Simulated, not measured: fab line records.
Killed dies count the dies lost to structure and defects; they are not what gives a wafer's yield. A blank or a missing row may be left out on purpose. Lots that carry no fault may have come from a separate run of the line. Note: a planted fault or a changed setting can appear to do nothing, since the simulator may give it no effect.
fab line records + flow n5Finfet
record
- lots=9
- wafers=27
- lastDay=17
route steps=1938 shown FIN_SAQP@127 BEOL_M4@1111 PASSIVATION@1936
lots that met no fault: from a run of the same line without faults
startH: hours from the record's opening day to when the first of the lot's shown wafers began + waitH: hours since the lot's step before + " identical to the entry in the row above + L1.1+2: a single row standing in for several wafers + - value missing, or start not given + * or withheld: withheld + < > ~ a bound
route shown NAME@n: names a module that has steps shown in the file, with the first one's number in the route + usual: the fault-free wafers' mean and standard deviation + same: alike in all rows + chamber/n: place in a boat + sites: per-site readings + _std_site: their standard deviation + _edge_site: the outer-site mean with the inner-site mean subtracted + radiusMm: how far each site lies from the wafer's centre + mask NAME#n: copy n + behind: tool/chamber where the wafer was last shaped + hold: why the lot went on hold/how many hours it stayed there/how the hold came to an end + device: the n, p or np transistor that did not switch + end of line: the route-end tests of the same wafers + for a step that has no rows: nothing shown but its recipe + killed: dies that structure and defects cost at the first sort, which is not the same as the wafer's yield + map: shows each die of a wafer: x if killed, . if not, _ if none is there
set.NAME: the setting that was run; set.NAME@STEP: the one run at that earlier step + model.NAME: the simulator's own value behind a step, which no gauge read
steps of the route over a sample of lots; a table a step, a row a wafer
services: a tool's chamber out of use, with start hour (startH, from the record's first day; less than 0 if before it), hours out, and reason
## steps
# step N5_FIN_SAQP_MANDREL1_REMOVE_56
# recipe
- chemistry=HBr/Cl2/O2
- btTimeS=10
- target=a-Si
- stopOn=SiNx
- endpoint=OES-SiCl
- overEtchFrac=1
- icpW=600
- biasW=22
- HBr_flow_sccm=150
- Cl2_flow_sccm=80
- O2_flow_sccm=5
- pressureMtorr=10
# usual
- O2_flow_sccm=4.998/0.014
- drypumpMotorCurrentA=5.9/0.54
- oesProductAu=1.000/0.019
- throttleValvePct=36.57/0.28
| lot.wafer | tool     | chamber | startH | waitH | O2_flow_sccm | drypumpMotorCurrentA | oesProductAu | rfHoursCounterH | throttleValvePct |
|-----------|----------|---------|--------|-------|--------------|----------------------|--------------|-----------------|------------------|
| L758.2    | rieSi-03 | 1       | 23.64  | 0.1   | 5.023        | 5.5                  | 1.004        | 68              | 36.50            |
| L758.3    | "        | 3       | "      | "     | 4.973        | 5.4                  | 1.028        | 61              | 35.95            |
| L758.5    | "        | 1       | "      | "     | 5.015        | 5.5                  | 1.017        | -               | 36.50            |
| L761.2    | rieSi-02 | 1       | 42.46  | 0.1   | 4.996        | 6.3                  | 1.010        | 3               | 36.76            |
| L761.5    | "        | 3       | "      | "     | 5.002        | 5.0                  | 0.975        | -               | 36.59            |
| L761.6    | "        | 2       | "      | "     | 5.010        | 6.1                  | 0.968        | -               | 36.36            |
| L762.1    | rieSi-03 | 2       | 47.66  | 0.1   | 5.010        | 6.7                  | 1.004        | 153             | 36.63            |
| L762.2    | "        | 3       | "      | "     | 5.005        | 5.4                  | 1.021        | 61              | 35.95            |
| L762.4    | "        | 0       | "      | "     | 5.010        | 5.3                  | 0.968        | 197             | 36.68            |
| L766.1    | rieSi-03 | 3       | 71.81  | 0.1   | 4.998        | 5.4                  | 1.028        | 62              | 35.93            |
| L766.3    | "        | 0       | "      | "     | 4.998        | 5.2                  | 0.965        | 197             | 36.68            |
| L766.6    | "        | 3       | "      | "     | 5.013        | 5.4                  | 1.027        | -               | 35.94            |
| L770.2    | rieSi-01 | 2       | 97.84  | 0.1   | 4.980        | 6.2                  | 1.027        | 78              | 36.47            |
| L770.4    | "        | 3       | "      | "     | 5.021        | 6.5                  | 1.013        | 10              | 36.51            |
| L770.6    | "        | 0       | "      | "     | 4.989        | 5.3                  | 0.994        | -               | 36.56            |
| L774.2    | rieSi-03 | 3       | 120.47 | 0.1   | 5.001        | 5.4                  | 1.020        | 63              | 35.94            |
| L774.3    | "        | 2       | "      | "     | 4.998        | 6.7                  | 1.019        | 154             | 36.64            |
| L774.4    | "        | 1       | "      | "     | 5.013        | 5.5                  | 1.013        | -               | 36.51            |
| L776.1    | rieSi-03 | 2       | 132.04 | 0.1   | 4.996        | 6.7                  | 1.006        | 155             | 36.64            |
| L776.2    | "        | 1       | "      | "     | 5.003        | 5.5                  | 1.019        | 70              | 36.51            |
| L776.5    | "        | 2       | "      | "     | 5.001        | 6.7                  | 1.012        | -               | 36.65            |
| L779.1    | rieSi-02 | 2       | 150.51 | 0.1   | 5.004        | 6.1                  | 0.967        | 24              | 36.37            |
| L779.4    | "        | 0       | "      | "     | 5.002        | 5.8                  | 0.984        | 133             | 36.89            |
| L779.5    | "        | 3       | "      | "     | 4.974        | 5.0                  | 0.988        | -               | 36.57            |
| L781.1    | rieSi-03 | 0       | 161.80 | 0.1   | 5.025        | 5.2                  | 1.041        | 0               | 36.36            |
| L781.3    | "        | 3       | "      | "     | 4.997        | 5.4                  | 1.025        | 64              | 35.95            |
| L781.5    | "        | 3       | "      | "     | 4.995        | 5.4                  | 1.027        | -               | 35.94            |
# step N5_FIN_SAQP_ETCH_65
# recipe
- chemistry=CF4
- target=SiO2
- targetDepthA=40
- ionEnergyEv=350
- timeS=4.4
- pressureMtorr=10
- icpW=800
- biasW=400
- cf4FlowSccm=80
# usual
- drypumpMotorCurrentA=5.9/0.53
- oesProductAu=1.000/0.021
- throttleValvePct=21.71/0.27
| lot.wafer | tool     | chamber | startH | waitH | drypumpMotorCurrentA | oesProductAu | rfHoursCounterH | throttleValvePct |
|-----------|----------|---------|--------|-------|----------------------|--------------|-----------------|------------------|
| L758.2    | rieSi-01 | 1       | 23.90  | 0.1   | 6.4                  | 0.994        | 152             | 22.27            |
| L758.3    | "        | 0       | "      | "     | 5.3                  | 1.008        | 164             | 21.72            |
| L758.5    | "        | 0       | "      | "     | 5.3                  | 1.000        | -               | 21.72            |
| L761.2    | rieSi-01 | 1       | 42.73  | 0.1   | 6.4                  | 1.002        | 152             | 22.27            |
| L761.5    | "        | 1       | "      | "     | 6.4                  | 0.993        | -               | 22.28            |
| L761.6    | "        | 2       | "      | "     | 6.2                  | 1.281        | -               | 21.88            |
| L762.1    | rieSi-02 | 2       | 48.08  | 0.1   | 6.1                  | 0.992        | 23              | 21.44            |
| L762.2    | "        | 1       | "      | "     | 6.3                  | 1.008        | 3               | 21.76            |
| L762.4    | "        | 3       | "      | "     | 5.0                  | 0.975        | 68              | 21.63            |
| L766.1    | rieSi-01 | 0       | 72.10  | 0.1   | 5.3                  | 1.267        | 165             | 21.82            |
| L766.3    | "        | 2       | "      | "     | 6.1                  | 1.018        | 77              | 21.79            |
| L766.6    | "        | 3       | "      | "     | 6.5                  | 1.289        | -               | 21.60            |
| L770.2    | rieSi-02 | 3       | 98.24  | 0.1   | 5.0                  | 0.972        | 69              | 21.63            |
| L770.4    | "        | 0       | "      | "     | 5.8                  | 0.971        | 132             | 22.12            |
| L770.6    | "        | 1       | "      | "     | 6.3                  | 1.014        | -               | 21.76            |
| L774.2    | rieSi-02 | 0       | 120.74 | 0.1   | 5.8                  | 0.963        | 133             | 22.10            |
| L774.3    | "        | 2       | "      | "     | 6.1                  | 0.979        | 24              | 21.43            |
| L774.4    | "        | 3       | "      | "     | 5.0                  | 0.968        | 70              | 21.62            |
| L776.1    | rieSi-02 | 0       | 132.30 | 0.1   | 5.8                  | 0.959        | 133             | 22.11            |
| L776.2    | "        | 1       | "      | "     | 6.3                  | 1.008        | 4               | 21.76            |
| L776.5    | "        | 0       | "      | "     | 5.8                  | 0.968        | -               | 22.10            |
| L779.1    | rieSi-01 | 1       | 150.78 | 0.1   | 6.4                  | 1.006        | 154             | 22.28            |
| L779.4    | "        | 3       | "      | "     | 6.5                  | 1.024        | 11              | 21.53            |
| L779.5    | "        | 3       | "      | "     | 6.5                  | 1.009        | -               | 21.52            |
| L781.1    | rieSi-02 | 1       | 162.06 | 0.1   | 6.3                  | 1.016        | 5               | 21.76            |
| L781.3    | "        | 2       | "      | "     | 6.1                  | 0.977        | 25              | 21.43            |
| L781.5    | "        | 2       | "      | "     | 6.1                  | 0.983        | -               | 21.46            |
# step N5_FIN_SAQP_SPACER2_ALD_28
# recipe
- material=SiO2
- targetThkA=81
- tempC=300
- aldPrecursorFamily=BDEAS
- aldCoReactant=O2-plasma
- pulseTimeS=1
- purgeTimeS=2
- coReactantPurgeTimeS=2
- pressureTorr=2
# usual
- heaterPowerW=487/52
- precursorPulseHeightRel=1.001/0.02
# same
- coReactantPurgeTimeS=2
| lot.wafer | tool      | chamber | startH | waitH | heaterPowerW | precursorPulseHeightRel |
|-----------|-----------|---------|--------|-------|--------------|-------------------------|
| L758.2    | aldSin-01 | 0       | 24.78  | 0.1   | 427          | 1.027                   |
| L758.3    | "         | 1       | "      | "     | 504          | 1.020                   |
| L758.5    | "         | 0       | "      | "     | 422          | 1.024                   |
| L761.2    | aldSin-04 | 2       | 43.60  | 0.1   | 535          | 1.021                   |
| L761.5    | "         | 3       | "      | "     | 608          | 1.020                   |
| L761.6    | "         | 0       | "      | "     | 406          | 0.995                   |
| L762.1    | aldSin-03 | 3       | 49.11  | 0.1   | 473          | 1.025                   |
| L762.2    | "         | 1       | "      | "     | 456          | 0.963                   |
| L762.4    | "         | 0       | "      | "     | 474          | 1.039                   |
| L766.1    | aldSin-03 | 2       | 73.10  | 0.1   | 514          | 1.019                   |
| L766.3    | "         | 1       | "      | "     | 459          | 0.969                   |
| L766.6    | "         | 0       | "      | "     | 473          | 1.008                   |
| L770.2    | aldSin-03 | 2       | 99.14  | 0.1   | 508          | 0.990                   |
| L770.4    | "         | 3       | "      | "     | 462          | 0.993                   |
| L770.6    | "         | 0       | "      | "     | 473          | 1.007                   |
| L774.2    | aldSin-03 | 3       | 122.03 | 0.2   | 472          | 0.984                   |
| L774.3    | "         | 1       | "      | "     | 473          | 0.991                   |
| L774.4    | "         | 2       | "      | "     | 517          | 1.017                   |
| L776.1    | aldSin-03 | 3       | 133.17 | 0.1   | 472          | 1.003                   |
| L776.2    | "         | 0       | "      | "     | 470          | 0.970                   |
| L776.5    | "         | 3       | "      | "     | 483          | 0.957                   |
| L779.1    | aldSin-01 | 3       | 151.67 | 0.1   | 489          | 0.983                   |
| L779.4    | "         | 2       | "      | "     | 579          | 1.005                   |
| L779.5    | "         | 0       | "      | "     | 423          | 0.972                   |
| L781.1    | aldSin-01 | 0       | 162.93 | 0.1   | 415          | 1.007                   |
| L781.3    | "         | 1       | "      | "     | 514          | 1.005                   |
| L781.5    | "         | 0       | "      | "     | 436          | 1.013                   |
# step N5_FIN_SAQP_SPACER2_ETCHBACK_29
# recipe
- chemistry=CHF3/O2
- mode=anisotropicEtchback
- target=SiO2
- targetDepthA=122
- timeS=6.1
- pressureMtorr=30
- sourceW=650
- biasW=170
- Ar_flow_sccm=200
- CHF3_flow_sccm=50
- O2_flow_sccm=5
- ionEnergyEv=200
# usual
- O2_flow_sccm=4.998/0.015
- drypumpMotorCurrentA=5.5/0.49
- mfcArSccm=200.0/0.63
- oes_ar_750_au=0.79/0.067
- oes_f_703_au=0.79/0.067
- oesProductAu=0.79/0.073
- rfVppV=525/7.2
- showerheadPlenumPTorr=2.42/0.081
- throttleValvePct=18.90/0.24
| lot.wafer | tool       | chamber | startH | waitH | O2_flow_sccm | drypumpMotorCurrentA | mfcArSccm | oes_ar_750_au | oes_f_703_au | oesProductAu | rfHoursCounterH | rfVppV | showerheadPlenumPTorr | throttleValvePct |
|-----------|------------|---------|--------|-------|--------------|----------------------|-----------|---------------|--------------|--------------|-----------------|--------|-----------------------|------------------|
| L758.2    | rieDiel-06 | 2       | 25.11  | 0.2   | 4.994        | 5.2                  | 199.9     | 0.86          | 0.87         | 0.87         | 59              | 531    | 2.34                  | 18.87            |
| L758.3    | "          | 1       | "      | "     | 4.980        | 5.4                  | 199.1     | 0.85          | 0.84         | 0.85         | 50              | 533    | 2.46                  | 18.83            |
| L758.5    | "          | 2       | "      | "     | 4.992        | 5.2                  | 199.9     | 0.85          | 0.87         | 0.87         | -               | 530    | 2.34                  | 18.85            |
| L761.2    | rieDiel-03 | 2       | 43.93  | 0.2   | 5.002        | 5.8                  | 200.4     | 0.75          | 0.74         | 0.74         | 161             | 527    | 2.32                  | 19.01            |
| L761.5    | "          | 2       | "      | "     | 4.985        | 5.7                  | 201.1     | 0.75          | 0.74         | 0.74         | -               | 526    | 2.32                  | 19.01            |
| L761.6    | "          | 1       | "      | "     | 4.995        | 4.8                  | 200.2     | 0.87          | 0.85         | 0.86         | -               | 523    | 2.37                  | 18.53            |
| L762.1    | rieDiel-03 | 0       | 49.44  | 0.2   | 5.002        | 6.3                  | 199.7     | 0.74          | 0.75         | 0.74         | 178             | 528    | 2.49                  | 19.03            |
| L762.2    | "          | 2       | "      | "     | 4.979        | 5.8                  | 200.0     | 0.75          | 0.74         | 0.74         | 163             | 526    | 2.32                  | 19.02            |
| L762.4    | "          | 1       | "      | "     | 5.010        | 4.8                  | 199.7     | 0.85          | 0.85         | 0.86         | 51              | 524    | 2.37                  | 18.55            |
| L766.1    | rieDiel-01 | 2       | 73.47  | 0.2   | 4.967        | 5.1                  | 199.8     | 0.81          | 0.81         | 0.82         | 74              | 517    | 2.55                  | 19.16            |
| L766.3    | "          | 1       | "      | "     | 4.987        | 5.7                  | 199.7     | 0.70          | 0.70         | 0.69         | 227             | 513    | 2.38                  | 19.03            |
| L766.6    | "          | 2       | "      | "     | 4.955        | 5.1                  | 198.9     | 0.82          | 0.81         | 0.82         | -               | 517    | 2.55                  | 19.16            |
| L770.2    | rieDiel-06 | 0       | 99.53  | 0.2   | 4.998        | 5.1                  | 199.6     | 0.75          | 0.75         | 0.74         | 166             | 511    | 2.49                  | 19.06            |
| L770.4    | "          | 2       | "      | "     | 4.996        | 5.2                  | 200.3     | 0.83          | 0.84         | 0.84         | 83              | 531    | 2.33                  | 18.91            |
| L770.6    | "          | 2       | "      | "     | 5.007        | 5.2                  | 199.8     | 0.83          | 0.85         | 0.84         | -               | 530    | 2.33                  | 18.92            |
| L774.2    | rieDiel-06 | 3       | 122.36 | 0.2   | 5.007        | 4.9                  | 200.2     | 0.83          | 0.82         | 0.83         | 60              | 533    | 2.34                  | 18.47            |
| L774.3    | "          | 0       | "      | "     | 5.000        | 5.1                  | 201.0     | 0.74          | 0.74         | 0.74         | 173             | 512    | 2.49                  | 19.09            |
| L774.4    | "          | 2       | "      | "     | 5.038        | 5.2                  | 200.2     | 0.83          | 0.83         | 0.82         | 91              | 531    | 2.33                  | 18.91            |
| L776.1    | rieDiel-01 | 2       | 133.50 | 0.2   | 4.985        | 5.1                  | 199.6     | 0.80          | 0.79         | 0.80         | 94              | 519    | 2.54                  | 19.20            |
| L776.2    | "          | 1       | "      | "     | 4.997        | 5.7                  | 201.1     | 0.68          | 0.69         | 0.68         | 246             | 512    | 2.37                  | 19.04            |
| L776.5    | "          | 2       | "      | "     | 4.983        | 5.1                  | 199.2     | 0.80          | 0.79         | 0.79         | -               | 516    | 2.54                  | 19.20            |
| L779.1    | rieDiel-03 | 2       | 152.00 | 0.2   | 4.981        | 5.8                  | 199.5     | 0.72          | 0.71         | 0.71         | 200             | 525    | 2.30                  | 19.09            |
| L779.4    | "          | 3       | "      | "     | 5.009        | 5.8                  | 201.1     | 0.94          | 0.93         | 0.97         | 5               | 528    | 2.46                  | 18.81            |
| L779.5    | "          | 0       | "      | "     | 4.991        | 6.2                  | 200.9     | 0.71          | 0.73         | 0.71         | -               | 526    | 2.48                  | 19.10            |
| L781.1    | rieDiel-06 | 1       | 163.26 | 0.2   | 4.984        | 5.4                  | 200.2     | 0.79          | 0.79         | 0.80         | 98              | 532    | 2.44                  | 18.92            |
| L781.3    | "          | 3       | "      | "     | 5.011        | 4.9                  | 200.2     | 0.81          | 0.80         | 0.82         | 72              | 530    | 2.33                  | 18.46            |
| L781.5    | "          | 1       | "      | "     | 4.982        | 5.3                  | 200.4     | 0.79          | 0.79         | 0.79         | -               | 532    | 2.44                  | 18.91            |
# step N5_BEOL_M4_RC_MEAS_101
# usual
- DIBL_N=36.3/1.7
- DIBL_P=36.5/1.8
- IOFF_N=0.16/0.033
- IOFF_P=0.21/0.037
- ION_N=675/11
- ION_P=462/7.9
- SS_N=71.6/0.64
- SS_P=73.3/0.68
- VT_N=249/3.3
- VT_P=-250/3.3
| lot.wafer | tool      | chamber | startH | waitH | DIBL_N[mV/V] | DIBL_P[mV/V] | IOFF_N[nA/um] | IOFF_P[nA/um] | ION_N[uA/um] | ION_P[uA/um] | SS_N[mV/dec] | SS_P[mV/dec] | VT_N[mV] | VT_P[mV] |
|-----------|-----------|---------|--------|-------|--------------|--------------|---------------|---------------|--------------|--------------|--------------|--------------|----------|----------|
| L758.2    | prober-01 | 0       | 159.47 | 0.2   | 35.4         | 36.0         | 0.14          | 0.19          | 666          | 457          | 71.4         | 73.2         | 253      | -255     |
| L758.3    | "         | 0       | "      | "     | 35.3         | 36.6         | 0.15          | 0.20          | 684          | 469          | 71.6         | 73.9         | 249      | -252     |
| L758.5    | "         | 0       | "      | "     | 34.9         | 36.1         | 0.15          | 0.19          | 678          | 466          | 71.6         | 73.7         | 253      | -252     |
| L761.2    | prober-01 | 0       | 181.49 | 0.2   | 35.7         | 36.1         | 0.15          | 0.18          | 682          | 467          | 71.0         | 73.3         | 251      | -251     |
| L761.5    | "         | 0       | "      | "     | 33.6         | 33.4         | 0.11          | 0.14          | 681          | 462          | 71.0         | 72.8         | 255      | -257     |
| L761.6    | "         | 0       | "      | "     | 36.1         | 36.5         | 0.14          | 0.18          | 677          | 463          | 71.5         | 73.3         | 253      | -253     |
| L762.1    | prober-01 | 0       | 182.71 | 0.0   | 36.4         | 35.8         | 0.15          | 0.22          | 672          | 463          | 72.0         | 72.9         | 249      | -248     |
| L762.2    | "         | 0       | "      | "     | 38.2         | 38.6         | 0.19          | 0.26          | 682          | 470          | 71.9         | 74.6         | 245      | -246     |
| L762.4    | "         | 0       | "      | "     | 37.6         | 37.2         | 0.16          | 0.24          | 671          | 466          | 72.3         | 74.0         | 250      | -245     |
| L766.1    | prober-02 | 0       | 207.58 | 0.0   | 37.4         | 38.4         | 0.18          | 0.24          | 660          | 460          | 72.2         | 73.5         | 251      | -247     |
| L766.3    | "         | 0       | "      | "     | 35.1         | 34.8         | 0.14          | 0.18          | 658          | 445          | 71.9         | 72.8         | 254      | -251     |
| L766.6    | "         | 0       | "      | "     | 32.3         | 33.3         | 0.11          | 0.16          | 657          | 457          | 70.5         | 72.1         | 255      | -254     |
| L770.2    | prober-02 | 0       | 231.18 | 0.2   | 37.2         | 37.8         | 0.19          | 0.25          | 685          | 472          | 72.0         | 72.9         | 246      | -244     |
| L770.4    | "         | 0       | "      | "     | 37.7         | 39.0         | 0.19          | 0.27          | 675          | 466          | 72.6         | 73.8         | 246      | -247     |
| L770.6    | "         | 0       | "      | "     | 35.5         | 36.4         | 0.16          | 0.23          | 683          | 475          | 71.1         | 73.1         | 249      | -248     |
| L774.2    | prober-02 | 0       | 258.71 | 0.2   | 38.3         | 38.1         | 0.17          | 0.20          | 681          | 455          | 72.2         | 74.4         | 250      | -254     |
| L774.3    | "         | 0       | "      | "     | 37.4         | 36.6         | 0.15          | 0.19          | 660          | 457          | 72.0         | 73.6         | 252      | -255     |
| L774.4    | "         | 0       | "      | "     | 39.3         | 38.4         | 0.17          | 0.20          | 661          | 450          | 73.0         | 73.8         | 251      | -253     |
| L776.1    | prober-02 | 0       | 270.29 | 0.0   | 37.0         | 38.3         | 0.22          | 0.22          | 705          | 462          | 72.0         | 73.2         | 243      | -251     |
| L776.2    | "         | 0       | "      | "     | 38.2         | 39.1         | 0.23          | 0.23          | 686          | 456          | 72.5         | 73.7         | 244      | -248     |
| L776.5    | "         | 0       | "      | "     | 37.9         | 38.9         | 0.24          | 0.23          | 683          | 458          | 72.2         | 73.6         | 240      | -250     |
| L779.1    | prober-02 | 0       | 291.64 | 0.0   | 40.0         | 40.9         | 0.28          | 0.27          | 717          | 475          | 72.9         | 74.6         | 241      | -250     |
| L779.4    | "         | 0       | "      | "     | 38.2         | 38.7         | 0.23          | 0.24          | 695          | 461          | 73.1         | 74.5         | 242      | -249     |
| L779.5    | "         | 0       | "      | "     | 37.6         | 37.9         | 0.21          | 0.22          | 687          | 459          | 71.7         | 73.4         | 245      | -251     |
| L781.1    | prober-01 | 0       | 298.10 | 0.0   | 33.2         | 33.6         | 0.12          | 0.16          | 669          | 452          | 71.2         | 72.4         | 252      | -256     |
| L781.3    | "         | 0       | "      | "     | 36.3         | 37.7         | 0.18          | 0.21          | 678          | 461          | 71.9         | 74.4         | 248      | -250     |
| L781.5    | "         | 0       | "      | "     | 36.8         | 38.6         | 0.19          | 0.22          | 677          | 458          | 72.1         | 74.3         | 246      | -253     |
# step N5_PASSIVATION_PROBE_49
# usual
- defectLimitedYield=91.3/1.5
- killed_at_M0_to_M3=34/9.4
- killed_at_M4_up=13/5.3
- killedAtContacts=13/5.7
- killedAtFrontEnd=40/10
- killedAtOther=3.7/2.8
- killedDies=103/17
- killedOpen=67/13
- killedShort=35/8.5
- sort_bin_4_leakage=0.00/0.016
- sort_bin_5_function=5.0/0.98
- sort_bin_6_memory=3.3/0.7
- sortNPass=1077/17
- sortYieldPct=91.3/1.5
# same
- grossDies=1180
- killedAtBackSide=0
- sort_bin_8_speed[%]=0
| lot.wafer | tool      | chamber | startH | waitH | defectLimitedYield[%] | killed_at_M0_to_M3 | killed_at_M4_up | killedAtContacts | killedAtFrontEnd | killedAtOther | killedDies | killedOpen | killedShort | sort_bin_4_leakage[%] | sort_bin_5_function[%] | sort_bin_6_memory[%] | sortNPass | sortYieldPct[%] |
|-----------|-----------|---------|--------|-------|-----------------------|--------------------|-----------------|------------------|------------------|---------------|------------|------------|-------------|-----------------------|------------------------|----------------------|-----------|-----------------|
| L758.2    | prober-01 | -       | 261.56 | 0.1   | 91.4                  | 27                 | 12              | 12               | 47               | 3             | 101        | 69         | 32          | 0                     | 4.7                    | 3.4                  | 1079      | 91.4            |
| L758.3    | prober-01 | -       | 261.61 | 0.1   | 92.3                  | 26                 | 12              | 14               | 38               | 1             | 91         | 55         | 33          | 0                     | 4.2                    | 2.9                  | 1089      | 92.3            |
| L758.5    | prober-01 | -       | 261.71 | 0.2   | 91.3                  | 28                 | 22              | 12               | 39               | 2             | 103        | 70         | 33          | 0                     | 4.3                    | 4.3                  | 1077      | 91.3            |
# killed by level:class
L758.2 FIN_SAQP:geometricParticle:open=19 MOL_CONTACT_COAG:geometricParticle:open=9 FIN_SAQP:geometricParticle:short=7 BEOL_M2:geometricParticle:open=6 BEOL_M3:geometricParticle:open=5 SPACER0:geometricParticle:open=4 BEOL_M0_SAQP:geometricParticle:open=4 BEOL_M0_SAQP:geometricParticle:short=4
L758.3 MOL_CONTACT_COAG:geometricParticle:open=13 FIN_SAQP:geometricParticle:open=10 FIN_SAQP:geometricParticle:short=8 BEOL_M0_SAQP:geometricParticle:short=6 BEOL_M2:geometricParticle:open=6 BEOL_M4:geometricParticle:open=6 BEOL_M1:geometricParticle:open=4 BEOL_M3:geometricParticle:open=4
L758.5 BEOL_M4:geometricParticle:open=16 FIN_SAQP:geometricParticle:short=10 BEOL_M2:geometricParticle:open=9 MOL_CONTACT_COAG:geometricParticle:open=7 FIN_SAQP:geometricParticle:open=6 STARTING-WAFER:geometricParticle:open=6 MOL_CONTACT_COAG:geometricParticle:short=5 BEOL_M0_SAQP:geometricParticle:open=5
## services
| tool       | chamber | startH | hours | kind          |
|------------|---------|--------|-------|---------------|
| rieDiel-06 | 2       | 2.24   | 10.3  | repair        |
| aldSin-03  | 0       | 8.42   | -     | clean         |
| aldSin-03  | 1       | 8.42   | -     | clean         |
| aldSin-01  | 2       | 10.05  | 20.4  | repair        |
| aldSin-04  | -       | 13.26  | 0.6   | repair        |
| rieSi-01   | 1       | 38.15  | 1.3   | repair        |
| rieSi-01   | 0       | 40.30  | 3.2   | repair        |
| rieDiel-06 | -       | 54.77  | 0.3   | repair        |
| rieDiel-03 | 2       | 54.77  | 2.2   | repair        |
| rieDiel-01 | 3       | 68.92  | 12.7  | repair        |
| aldSin-04  | -       | 85.25  | 14.0  | pm            |
| rieDiel-06 | -       | 89.79  | 0.7   | repair        |
| rieSi-03   | 1       | 91.18  | 11.2  | repair        |
| aldSin-04  | -       | 99.25  | 15.6  | pm            |
| rieSi-02   | 3       | 104.78 | 3.9   | repair        |
| aldSin-04  | -       | 114.85 | 6.1   | pm            |
| rieSi-03   | 0       | 119.68 | -     | clean         |
| rieSi-03   | 0       | 119.68 | 21.5  | scheduledDown |
| rieSi-03   | 0       | 119.68 | 21.5  | ventCycle     |
| aldSin-01  | 3       | 124.75 | 5.7   | repair        |
| aldSin-01  | 3       | 131.07 | 3.9   | repair        |
| aldSin-01  | 1       | 137.73 | 1.7   | repair        |
| rieDiel-03 | 2       | 140.46 | 3.9   | repair        |
| rieSi-03   | 0       | 141.89 | 4.0   | repair        |
## key
firstSign
- step=N5_FIN_SAQP_ETCH_65
- reading=oesProductAu
- direction=up
- sigmas=14
- usual=1.000
- struck=1.279
effect none on later readings
metAt N5_FIN_SAQP_ETCH_65
struckLots L761,L766
struckWafers L761.6,L766.1,L766.6
notActingAt N5_FIN_SAQP_MANDREL1_REMOVE_56,N5_FIN_SAQP_SPACER2_ALD_28,N5_FIN_SAQP_SPACER2_ETCHBACK_29
onsetBetween 23.90 42.73
fault
- kind=processParameterDrift
- tool=rieSi-01
- chamber=-
- onsetH=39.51
- steps=N5_FIN_SAQP_ETCH_65
- channel=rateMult
- offset=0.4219
- shape=step
- endH=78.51
- scope=struckWafersOnly
